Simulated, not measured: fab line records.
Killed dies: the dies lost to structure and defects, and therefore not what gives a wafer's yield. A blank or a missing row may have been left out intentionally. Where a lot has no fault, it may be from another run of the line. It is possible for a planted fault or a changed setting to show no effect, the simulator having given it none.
Chamber matching    flow nand-harc    NHARC_A_STAIRCASE_ETCH_194 on rie-diel-02: 4 sister chambers
The step etches the open film in C4F8/O2, target depth 100 nm, time 40.5 s. 8 wafers are shown with their chamber, then 8 later ones without.

== WAFERS, EACH WITH ITS CHAMBER ==
wafer   chamber  rf-vpp-V (V)  oes-product-au (a.u.)
L482.3  0        888           0.943
L482.6  2        889           0.962
L486.1  3        898           0.964
L486.6  1        894           0.946
L499.1  2        888           0.951
L499.4  1        894           0.947
L499.5  3        897           0.949
L498.3  0        906           0.941

== WAFERS WITHOUT THEIR CHAMBER ==
wafer   rf-vpp-V (V)  oes-product-au (a.u.)
L498.4  894           0.931
L498.5  905           0.938
L500.1  894           0.941
L500.2  898           0.943
L500.5  888           0.943
L501.1  888           0.938
L501.2  896           0.933
L501.3  894           0.925

== CHAMBER TAKEN BY EACH ==
wafer   from the rows above                in truth
L498.4  can't be placed: 0 or 1            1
L498.5  can't be placed: 0 or 1 or 3       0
L500.1  can't be placed: 0 or 1 or 3       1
L500.2  can't be placed: 0 or 1 or 3       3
L500.5  can't be placed: 1 or 0 or 2 or 3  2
L501.1  can't be placed: 0 or 1 or 2 or 3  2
L501.2  can't be placed: 0 or 1            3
L501.3  can't be placed: 0 or 1            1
Correctly placed: 0 of 8. Not placeable from these rows: 8 (in 7, the candidates include the true chamber). Placed wrongly: 0.
How it was worked out, from the rows above alone: a wafer's distance from a chamber is the root of the sum, over the readings, of the square of ((its reading less the chamber's mean) divided by the reading's scatter). If the next closest chamber is less than 2 further off than the closest, the wafer can't be placed; otherwise it belongs to the closest. For every chamber, the mean is computed from those of its wafers that are shown. How the scatter is found: for the shown wafers, subtract from each reading the mean of its chamber, square and add these, divide the total by (wafers less chambers), then take the root.
